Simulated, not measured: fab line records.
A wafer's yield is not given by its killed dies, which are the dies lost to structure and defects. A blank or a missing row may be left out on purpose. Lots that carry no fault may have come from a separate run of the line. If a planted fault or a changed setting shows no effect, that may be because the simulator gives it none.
fab line records	flow n5-finfet
record lots=9	wafers=25	last-day=16
route steps=1938 shown SDB@359 HKMG_FIN@387 BEOL_M4@1111 PASSIVATION@1936
lots with no fault: from the same line, run without faults
start-h: hours from the record's first day to the start of the lot's first wafer shown	wait-h: hours elapsed since this lot's preceding step	" identical to the entry in the row above	L1.1+2: a row that stands for several wafers	- no value, or no start given	* or withheld: withheld	< > ~ a bound
route shown NAME@n: names a module that has steps shown in the file, with the first one's number in the route	usual: the fault-free wafers' mean and standard deviation	same: alike in all rows	chamber/n: place in a boat	sites: readings site by site	_std_site: how widely they spread, as a standard deviation	_edge_site: the outer-site mean with the inner-site mean subtracted	radius-mm: how far each site lies from the wafer's centre	mask NAME#n: copy n	behind: the most recent tool/chamber to have shaped the wafer	hold: what put the lot on hold/how long, in hours/how the hold closed	device: which transistor (n, p or np) failed to switch	end of line: the route-end tests of the same wafers	where a step has no rows: the recipe by itself	killed: dies lost to structure and defects at the first sort, not the wafer's yield	map: dies across one wafer; x = killed, . = not, _ = none there
set.NAME: setting as actually run; set.NAME@STEP: the setting as run at that earlier step	model.NAME: the simulator's own value behind a step, which no gauge read
route steps across a sampled set of lots; one table per step, one row per wafer
services: a tool's chamber out of use, with start hour (start-h, from the record's first day; less than 0 if before it), hours out, and reason
## steps
# step N5_SDB_DESCUM_16
# recipe chemistry=O2	time-s=7.9	source-power-w=50	bias-power-w=20	pressure-mtorr=20	rf-frequency-hz=2.712e+07	temp-c=40	resist=CAR-ArF	o2-flow-sccm=225
# usual drypump-motor-current-A=5.5/0.45	oes-product-au=0.81/0.11	rf-fwd-power-W=49.37/0.23	rf-vpp-V=243.3/1.1	showerhead-plenum-p-Torr=2.11/0.053	temp-c=39.99/0.12	throttle-valve-pct=20.54/0.25
lot.wafer	tool	chamber	start-h	wait-h	drypump-motor-current-A	oes-product-au	rf-fwd-power-W	rf-hours-counter-h	rf-vpp-V	showerhead-plenum-p-Torr	temp-c	throttle-valve-pct
L379.3	rie-diel-06	3	76.89	0.0	4.8	0.71	49.45	169	243.5	2.19	39.93	20.74
L379.4	"	2	"	"	4.7	0.70	49.52	215	243.5	2.09	40.06	20.86
L381.4	rie-diel-03	2	90.65	0.0	5.8	0.99	48.96	-	244.1	2.17	39.94	20.34
L381.5	"	1	"	"	5.9	0.68	49.24	-	242.0	2.07	39.96	20.83
L381.6	"	3	"	"	5.5	0.73	49.65	-	244.5	2.17	39.88	20.72
L383.2	rie-diel-03	2	101.66	0.3	5.8	0.97	49.26	3	244.3	2.17	40.01	20.35
L383.3	"	3	"	"	5.5	0.72	49.00	207	244.0	2.17	39.91	20.73
L383.6	"	2	"	"	5.8	0.97	49.26	-	243.9	2.17	40.08	20.36
L384.1	rie-diel-03	1	107.76	0.0	5.9	0.68	49.33	247	242.9	2.07	40.06	20.83
L384.4	"	1	"	"	5.9	0.68	49.49	-	242.8	2.07	40.08	20.84
L384.5	"	2	"	"	5.8	0.95	49.30	-	242.1	2.16	40.04	20.35
L394.2	rie-diel-03	1	169.03	0.0	5.9	0.95	49.23	9	241.6	2.06	39.93	20.37
L394.5	"	1	"	"	5.9	0.94	49.35	-	243.3	2.06	40.00	20.37
L394.6	"	2	"	"	5.8	0.90	49.23	-	244.1	2.15	40.07	20.39
L395.2	rie-diel-03	1	174.24	0.0	5.9	0.94	49.42	11	241.8	2.06	40.09	20.37
L395.4	"	3	"	"	5.5	0.70	49.28	-	245.2	2.16	40.10	20.78
L395.5	"	1	"	"	5.8	0.94	49.33	-	242.9	2.06	40.06	20.39
L396.2	rie-diel-06	0	180.59	0.3	5.2	0.88	49.18	37	243.6	2.12	39.99	20.08
L396.3	"	1	"	"	5.9	0.67	49.70	234	241.9	2.06	40.04	20.76
L396.6	"	3	"	"	4.8	0.69	49.59	-	246.0	2.18	39.85	20.82
L397.2	rie-diel-03	0	186.40	0.0	6.3	0.99	49.01	4	241.9	2.05	39.99	20.41
L397.3	"	3	"	"	5.5	0.70	49.13	244	244.1	2.16	40.06	20.79
L398.2	rie-diel-06	1	194.25	0.1	5.9	0.67	49.90	239	242.2	2.06	39.96	20.78
L398.4	"	2	"	"	4.7	0.98	49.25	1	244.2	2.08	39.93	20.53
L398.5	"	1	"	"	5.9	0.67	50.08	-	242.6	2.06	39.96	20.77
# step N5_SDB_ETCH_17
# recipe chemistry=CF4	target=SiARC	target-depth-a=234	mask-material=CAR-ArF	time-s=39	ion-energy-ev=80	pressure-mtorr=40	source-w=545	bias-w=36	Ar_flow_sccm=100	cf4-flow-sccm=100	ends=cleared
# usual cf4-flow-sccm=100.01/0.3	drypump-motor-current-A=5.5/0.45	etch-rf-on-time-s=39.3/1.2	oes-product-au=0.69/0.1	rf-fwd-power-W=535/3.1	rf-vpp-V=184.1/1.1	showerhead-plenum-p-Torr=2.15/0.049	throttle-valve-pct=15.63/0.28
lot.wafer	tool	chamber	start-h	wait-h	cf4-flow-sccm	drypump-motor-current-A	etch-rf-on-time-s	oes-product-au	rf-fwd-power-W	rf-hours-counter-h	rf-vpp-V	showerhead-plenum-p-Torr	throttle-valve-pct
L379.3	rie-diel-06	3	76.93	0.0	100.18	4.8	40.8	0.60	536	169	184.0	2.23	15.81
L379.4	"	2	"	"	100.09	4.7	39.1	0.59	534	215	182.7	2.12	15.92
L381.4	rie-diel-03	2	90.68	0.0	100.07	5.8	39.7	0.86	533	-	184.1	2.18	15.17
L381.5	"	1	"	"	99.81	5.8	40.0	0.58	533	-	183.9	2.09	15.83
L381.6	"	3	"	"	99.64	5.5	39.9	0.61	534	-	184.4	2.20	15.83
L383.2	rie-diel-03	2	101.69	0.0	100.15	5.8	39.2	0.84	532	3	182.7	2.18	15.16
L383.3	"	3	"	"	100.67	5.5	39.8	0.61	537	207	185.5	2.20	15.84
L383.6	"	2	"	"	100.07	5.8	39.3	0.84	530	-	184.4	2.18	15.16
L384.1	rie-diel-03	1	107.79	0.0	99.52	5.9	39.8	0.58	533	247	183.6	2.09	15.87
L384.4	"	1	"	"	99.90	5.9	40.0	0.57	533	-	184.7	2.09	15.87
L384.5	"	2	"	"	99.74	5.8	39.0	0.84	531	-	184.7	2.18	15.17
L394.2	rie-diel-03	1	169.08	0.0	99.95	5.8	38.5	0.81	534	9	184.5	2.08	15.37
L394.5	"	1	"	"	99.46	5.9	38.8	0.81	535	-	184.0	2.08	15.36
L394.6	"	2	"	"	99.76	5.8	38.5	0.77	533	-	184.1	2.17	15.23
L395.2	rie-diel-03	1	174.28	0.0	99.92	5.8	38.2	0.81	533	11	182.6	2.08	15.37
L395.4	"	3	"	"	99.82	5.5	39.6	0.59	533	-	183.2	2.19	15.93
L395.5	"	1	"	"	100.06	5.9	38.3	0.80	535	-	183.8	2.08	15.37
L396.2	rie-diel-06	0	180.62	0.0	99.90	5.2	37.9	0.77	534	37	183.0	2.19	15.30
L396.3	"	1	"	"	99.71	5.9	41.3	0.56	544	234	183.9	2.12	16.01
L396.6	"	3	"	"	100.26	4.8	39.6	0.58	540	-	184.1	2.21	15.89
L397.2	rie-diel-03	0	186.44	0.0	100.13	6.3	40.8	0.82	531	4	183.0	2.13	15.70
L397.3	"	3	"	"	99.78	5.5	39.7	0.59	533	244	184.3	2.19	15.93
L398.2	rie-diel-06	1	194.28	0.0	99.87	5.9	41.2	0.56	539	239	182.7	2.11	16.01
L398.4	"	2	"	"	99.85	4.7	38.3	0.83	533	1	184.0	2.11	15.52
L398.5	"	1	"	"	100.05	5.9	41.1	0.57	540	-	182.6	2.11	16.02
# step N5_SDB_CMP_30
# recipe stop-on=poly-Si	t-overpolish-s=1.54	post-cmp-clean=alkaline-brush	down-force-psi=4.1491	platen-rpm=51.796	pad-velocity-m-s=1.0306	target-thk-nm=30
# usual motor-current-A=12.7/1.1	overpolish-run-s=1.540/0.008	time-to-endpoint-s=17/3.8
lot.wafer	tool	chamber	start-h	wait-h	motor-current-A	overpolish-run-s	time-to-endpoint-s
L379.3	cmp-03	1	80.43	1.4	12.5	1.538	14
L379.4	"	0	"	"	15.3	1.524	11
L381.4	cmp-02	3	94.27	1.5	12.1	1.544	20
L381.6	"	1	"	"	12.7	1.533	16
L381.5	"	2	"	"	11.8	1.552	15
L383.2	cmp-01	0	106.65	1.4	12.8	1.554	14
L383.3	"	3	"	"	12.0	1.536	24
L383.6	"	0	"	"	12.9	1.531	13
L384.1	cmp-02	1	112.73	1.4	14.4	1.541	15
L384.4	"	2	"	"	11.3	1.545	14
L384.5	"	2	"	"	11.2	1.552	15
L394.2	cmp-03	3	173.33	1.5	10.8	1.522	21
L394.5	"	0	"	"	14.8	1.541	15
L394.6	"	1	"	"	11.9	1.540	18
L395.2	cmp-02	2	177.77	1.4	11.2	1.550	13
L395.4	"	1	"	"	13.5	1.537	18
L395.5	"	3	"	"	12.5	1.547	18
L396.3	cmp-03	2	185.19	1.4	11.8	1.538	17
L396.2	"	1	"	"	11.9	1.546	15
L396.6	"	3	"	"	10.7	1.539	20
L397.2	cmp-02	2	189.99	1.4	11.7	1.544	15
L397.3	"	0	"	"	11.5	1.541	21
L398.4	cmp-02	1	197.80	1.4	13.8	1.549	16
L398.2	"	3	"	"	12.3	1.547	21
L398.5	"	2	"	"	11.4	1.538	15
# step N5_HKMG_FIN_HK_ANNEAL_02
# recipe temp-c=700	time-s=30	ambient=N2	idle-temp-c=600	ramp-up-c-per-s=150	ramp-down-c-per-s=60	cool-to-c=600
# usual lamp-power-pct=8.80/0.056	lamp_zone_1_pct=8.797/0.011	lamp_zone_2_pct=8.798/0.012	lamp_zone_3_pct=8.797/0.012	lamp_zone_4_pct=8.793/0.012	lamp_zone_5_pct=8.798/0.011	lamp_zone_6_pct=8.725/0.011	lamp_zone_7_pct=9.194/0.013	wafer_temp_C_max=702.8/0.65
lot.wafer	tool	chamber	start-h	wait-h	lamp-power-pct	lamp_zone_1_pct	lamp_zone_2_pct	lamp_zone_3_pct	lamp_zone_4_pct	lamp_zone_5_pct	lamp_zone_6_pct	lamp_zone_7_pct	wafer_temp_C_max
L379.3	rtp-anneal-02	0	81.82	0.2	8.90	8.778	8.798	8.798	8.794	8.798	8.714	9.206	703.4
L379.4	"	0	"	"	8.85	8.803	8.789	8.811	8.800	8.813	8.708	9.179	702.5
L381.4	rtp-anneal-01	0	95.58	0.3	8.81	8.808	8.807	8.792	8.793	8.785	8.735	9.192	703.7
L381.5	"	0	"	"	8.75	8.807	8.806	8.804	8.802	8.794	8.734	9.188	702.3
L381.6	"	0	"	"	8.72	8.807	8.822	8.793	8.801	8.792	8.745	9.195	704.7
L383.2	rtp-anneal-02	0	108.14	0.2	8.84	8.781	8.792	8.797	8.813	8.791	8.745	9.170	701.9
L383.3	"	0	"	"	8.79	8.807	8.778	8.801	8.767	8.778	8.742	9.189	702.7
L383.6	"	0	"	"	8.73	8.784	8.805	8.789	8.804	8.813	8.711	9.197	703.0
L384.1	rtp-anneal-01	0	114.02	0.2	8.84	8.792	8.794	8.809	8.788	8.806	8.727	9.181	702.8
L384.4	"	0	"	"	8.69	8.791	8.783	8.800	8.802	8.790	8.732	9.179	701.9
L384.5	"	0	"	"	8.78	8.792	8.794	8.786	8.791	8.801	8.724	9.215	702.6
L394.2	rtp-anneal-01	0	174.52	0.3	8.74	8.802	8.804	8.780	8.807	8.795	8.736	9.215	702.8
L394.5	"	0	"	"	8.80	8.808	8.784	8.793	8.795	8.775	8.717	9.190	702.6
L394.6	"	0	"	"	8.76	8.781	8.800	8.787	8.794	8.801	8.701	9.226	703.5
L395.2	rtp-anneal-02	0	178.91	0.1	9.61	9.693	9.677	9.673	9.647	9.676	9.591	10.101	703.5
L395.4	"	0	"	"	9.60	9.665	9.673	9.688	9.658	9.676	9.618	10.098	703.7
L395.5	"	0	"	"	9.63	9.671	9.674	9.661	9.696	9.673	9.607	10.095	703.4
L396.2	rtp-anneal-02	0	186.41	0.1	9.76	9.690	9.659	9.677	9.675	9.660	9.599	10.101	702.4
L396.3	"	0	"	"	9.73	9.666	9.659	9.687	9.657	9.673	9.600	10.108	703.3
L396.6	"	0	"	"	9.72	9.673	9.679	9.651	9.656	9.674	9.598	10.133	703.2
L397.2	rtp-anneal-01	0	191.12	0.2	8.73	8.787	8.796	8.801	8.792	8.808	8.730	9.161	703.2
L397.3	"	0	"	"	8.83	8.801	8.805	8.792	8.780	8.805	8.727	9.177	701.9
L398.2	rtp-anneal-01	0	199.03	0.1	8.91	8.794	8.789	8.811	8.798	8.816	8.710	9.187	702.2
L398.4	"	0	"	"	8.83	8.811	8.805	8.814	8.795	8.796	8.733	9.174	702.1
L398.5	"	0	"	"	8.66	8.794	8.797	8.788	8.798	8.810	8.728	9.212	702.0
# step N5_BEOL_M4_RC_MEAS_101
# usual DIBL_N=36.9/2.1	DIBL_P=37.1/2.5	IOFF_N=0.17/0.039	IOFF_P=0.23/0.043	ION_N=673/15	ION_P=462/9.1	SS_N=71.8/0.69	SS_P=73.6/0.74	VT_N=250/3.6	VT_P=-249.7/2.9
lot.wafer	tool	chamber	start-h	wait-h	DIBL_N[mV/V]	DIBL_P[mV/V]	IOFF_N[nA/um]	IOFF_P[nA/um]	ION_N[uA/um]	ION_P[uA/um]	SS_N[mV/dec]	SS_P[mV/dec]	VT_N[mV]	VT_P[mV]
L379.3	prober-02	0	181.22	0.3	40.9	43.9	0.29	0.35	703	476	72.5	75.0	241	-245.6
L379.4	"	0	"	"	39.4	41.2	0.23	0.29	682	461	72.1	74.2	245	-245.4
L381.4	prober-02	0	197.94	0.5	35.4	35.1	0.14	0.20	662	456	71.9	74.4	255	-251.6
L381.5	"	0	"	"	34.6	34.5	0.14	0.19	659	451	72.0	73.8	254	-250.6
L381.6	"	0	"	"	37.6	37.6	0.18	0.22	683	469	72.3	74.3	251	-250.2
L383.2	prober-01	0	198.34	0.2	35.2	34.9	0.13	0.19	657	453	71.6	72.6	254	-252.9
L383.3	"	0	"	"	38.6	38.4	0.20	0.26	673	462	71.9	73.9	250	-246.8
L383.6	"	0	"	"	39.4	39.8	0.21	0.27	680	467	71.9	73.5	245	-245.6
L384.1	prober-02	0	205.37	0.0	36.1	34.1	0.13	0.19	668	461	70.6	72.6	256	-251.9
L384.4	"	0	"	"	36.6	36.1	0.14	0.22	676	470	71.1	72.7	251	-249.4
L384.5	"	0	"	"	36.8	36.1	0.15	0.23	654	456	71.0	73.3	252	-248.9
L394.2	prober-01	0	267.39	0.2	39.1	39.0	0.23	0.26	689	473	72.1	73.4	244	-245.7
L394.5	"	0	"	"	35.9	36.4	0.16	0.21	673	457	71.3	73.0	250	-250.8
L394.6	"	0	"	"	40.5	42.4	0.25	0.31	701	476	72.7	74.5	246	-247.9
L395.2	prober-01	0	279.56	0.2	35.0	34.9	0.13	0.17	666	452	71.7	73.0	252	-250.4
L395.4	"	0	"	"	37.8	37.7	0.18	0.21	671	459	71.5	73.5	247	-250.6
L395.5	"	0	"	"	38.7	39.2	0.21	0.23	688	464	71.6	73.8	245	-248.9
L397.2	prober-02	0	284.01	0.2	35.4	36.7	0.15	0.21	682	469	71.2	73.3	250	-251.0
L397.3	"	0	"	"	37.2	37.4	0.17	0.22	679	463	71.5	74.3	250	-249.4
L396.2	prober-01	0	284.13	0.2	41.5	43.9	0.30	0.36	708	488	74.2	75.1	242	-243.0
L396.3	"	0	"	"	40.1	41.3	0.24	0.29	683	458	73.1	75.2	243	-246.1
L396.6	"	0	"	"	39.6	41.0	0.24	0.29	680	465	72.7	74.4	245	-245.1
L398.2	prober-01	0	299.57	0.2	35.2	35.2	0.16	0.24	658	459	71.6	73.2	249	-246.8
L398.4	"	0	"	"	33.2	32.6	0.13	0.19	666	464	71.5	72.3	252	-248.8
L398.5	"	0	"	"	35.0	34.3	0.17	0.21	649	453	72.1	72.9	250	-248.8
# step N5_PASSIVATION_PROBE_49
# usual defect-limited-yield=91.3/1.4	killed_at_M0_to_M3=32/9.5	killed_at_M4_up=14/5.2	killed-at-contacts=13/5.7	killed-at-front-end=41/12	killed-at-other=3.5/2.6	killed-dies=103/17	killed-open=68/14	killed-short=32/7	sort_bin_4_leakage=0.01/0.051	sort_bin_5_function=5.0/0.91	sort_bin_6_memory=3.3/0.7	sort_bin_8_speed=0.03/0.22	sort-n-pass=1076/17	sort-yield-pct=91.2/1.4
# same gross-dies=1180	killed-at-back-side=0
lot.wafer	tool	chamber	start-h	wait-h	defect-limited-yield[%]	killed_at_M0_to_M3	killed_at_M4_up	killed-at-contacts	killed-at-front-end	killed-at-other	killed-dies	killed-open	killed-short	sort_bin_4_leakage[%]	sort_bin_5_function[%]	sort_bin_6_memory[%]	sort_bin_8_speed[%]	sort-n-pass	sort-yield-pct[%]
L396.6	prober-01	-	390.15	0.3	90.0	40	18	9	47	4	118	73	41	0	6.1	3.7	0	1062	90.0
# killed by level:class
L396.6 MOL_CONTACT_COAG:geometric-particle:open=9 BEOL_M2:geometric-particle:open=9 FIN_SAQP:geometric-particle:open=8 STI_FIN_REVEAL:geometric-particle:open=8 FIN_SAQP:geometric-particle:short=7 BEOL_M3:geometric-particle:open=7 BEOL_M4:geometric-particle:open=7 BEOL_M0_SAQP:geometric-particle:short=6
## services
tool	chamber	start-h	hours	kind
cmp-03	-	54.28	2.8	repair
cmp-02	-	58.27	1.1	repair
rie-diel-03	2	58.66	-	clean
rie-diel-03	2	58.66	-	consumable-replace:focus-ring
rie-diel-03	2	58.66	30.3	scheduled-down
cmp-02	-	73.44	1.1	repair
rie-diel-03	0	77.63	53.1	repair
cmp-02	-	78.33	5.5	pm
cmp-02	-	92.31	1.2	repair
rie-diel-03	2	97.15	3.3	repair
rie-diel-06	0	100.78	9.1	repair
cmp-01	-	105.68	0.8	repair
cmp-03	-	113.53	4.0	pm
rie-diel-06	-	119.48	4.4	repair
rie-diel-06	0	124.63	1.7	repair
cmp-03	-	139.67	0.7	repair
cmp-03	-	143.34	0.6	repair
cmp-01	-	153.97	4.1	pm
cmp-02	-	154.51	1.9	repair
rie-diel-03	-	158.24	0.4	repair
rie-diel-03	3	168.79	4.2	repair
cmp-03	-	181.47	0.4	repair
cmp-03	-	186.22	2.4	repair
cmp-03	-	188.99	0.4	repair
## key
first-sign step=N5_HKMG_FIN_HK_ANNEAL_02	reading=lamp_zone_1_pct	direction=up	sigmas=83	usual=*	struck=*
effect step=N5_HKMG_FIN_HK_ANNEAL_02	reading=lamp_zone_5_pct	direction=up	sigmas=79	usual=*	struck=*
met-at N5_HKMG_FIN_HK_ANNEAL_02
struck-lots L395,L396
not-acting-at N5_SDB_DESCUM_16,N5_SDB_ETCH_17,N5_SDB_CMP_30
onset-between 108.14 178.91
fault kind=process-parameter-drift	tool=rtp-anneal-02	chamber=-	onset-h=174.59	steps=N5_HKMG_FIN_HK_ANNEAL_02	channel=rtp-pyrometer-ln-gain	offset=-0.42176	shape=step	end-h=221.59
